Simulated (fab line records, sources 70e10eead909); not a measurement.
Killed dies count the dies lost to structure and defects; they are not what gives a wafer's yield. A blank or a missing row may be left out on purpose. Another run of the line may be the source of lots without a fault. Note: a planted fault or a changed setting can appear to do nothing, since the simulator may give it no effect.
Matching of chambers | flow nandHarc | 4 sister chambers for NHARC_A_WL_FILL_ALD_10 on aldHk-01
The step deposits SiO2, target thk 50 nm, pulse time 10 s, ald cycles 500. 4 wafers are shown with their chamber, then 8 later ones without.

== WAFERS WITH THEIR CHAMBER ==
wafer  | chamber | heaterPowerW (W)
L085.5 | 3       | 492
L089.1 | 2       | 470
L089.6 | 1       | 589
L093.1 | 0       | 395

== WAFERS WHOSE CHAMBER IS MISSING ==
wafer  | heaterPowerW (W)
L093.3 | 482
L093.4 | 475
L095.1 | 483
L095.2 | 596
L095.5 | 493
L097.2 | 405
L097.3 | 473
L097.4 | 489

== CHAMBER TAKEN BY EACH ==
wafer  | from the rows above     | in truth
L093.3 | can't be placed: 3 or 2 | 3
L093.4 | can't be placed: 2 or 3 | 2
L095.1 | can't be placed: 3 or 2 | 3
L095.2 | 1                       | 1
L095.5 | 3                       | 3
L097.2 | 0                       | 0
L097.3 | 2                       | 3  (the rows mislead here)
L097.4 | 3                       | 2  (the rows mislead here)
3 of 8 placed correctly. Can't be placed from these rows: 3 (the true chamber is among the candidates in 3). Wrongly placed: 2.
How it was worked out, from the rows above alone: a wafer's distance from a chamber is the root of the sum, over the readings, of the square of ((its reading less the chamber's mean) divided by the reading's scatter). If the next closest chamber is less than 2 further off than the closest, the wafer can't be placed; otherwise it belongs to the closest. A chamber's mean is the mean of its shown wafers. The scatter (one wafer shown for each chamber): square how far every hidden wafer sits from the nearest shown wafer, average those squares and take the square root.
